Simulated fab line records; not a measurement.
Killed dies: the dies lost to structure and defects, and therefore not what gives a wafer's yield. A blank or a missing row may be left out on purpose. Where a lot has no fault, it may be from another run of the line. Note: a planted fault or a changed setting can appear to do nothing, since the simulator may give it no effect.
Chamber matching / flow nand harc / NHARC_P_ZERO_WELL_ETCH_63 on rie si-05: 4 sister chambers
The step etches the open film in HBr/Cl2, target depth 120 nm, time 40.1 s. 4 wafers are shown with their chamber, then 7 later ones without.

## WAFERS PAIRED WITH THEIR CHAMBERS
wafer=L084.3; chamber=3; throttle valve pct (%)=26.404
wafer=L084.6; chamber=0; throttle valve pct (%)=26.390
wafer=L086.1; chamber=2; throttle valve pct (%)=26.391
wafer=L086.4; chamber=1; throttle valve pct (%)=26.419

## WAFERS MISSING THEIR CHAMBER
wafer=L086.5; throttle valve pct (%)=26.400
wafer=L089.3; throttle valve pct (%)=26.396
wafer=L089.5; throttle valve pct (%)=26.411
wafer=L089.6; throttle valve pct (%)=26.407
wafer=L090.1; throttle valve pct (%)=26.390
wafer=L090.2; throttle valve pct (%)=26.396
wafer=L090.3; throttle valve pct (%)=26.395

## WHICH CHAMBER EACH WENT THROUGH
wafer=L086.5; from the rows above=can't be placed: 3 or 2 or 0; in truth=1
wafer=L089.3; from the rows above=can't be placed: 2 or 0 or 3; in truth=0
wafer=L089.5; from the rows above=can't be placed: 3 or 1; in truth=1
wafer=L089.6; from the rows above=3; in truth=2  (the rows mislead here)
wafer=L090.1; from the rows above=can't be placed: 0 or 2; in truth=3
wafer=L090.2; from the rows above=can't be placed: 2 or 0 or 3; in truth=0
wafer=L090.3; from the rows above=can't be placed: 2 or 0 or 3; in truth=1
0 of 7 placed correctly. From these rows, 6 cannot be placed; in 3 the true chamber is one of the candidates. Placed wrongly: 1.
How it was worked out, from the rows above alone: a wafer's distance from a chamber is the root of the sum, over the readings, of the square of ((its reading less the chamber's mean) divided by the reading's scatter). The wafer belongs to the nearest chamber; if the next one is less than 2 further off, it can't be placed. The mean given for a chamber averages the wafers shown for that chamber. The scatter: root of mean squared gap, hidden wafer to nearest shown wafer, with one shown wafer a chamber.
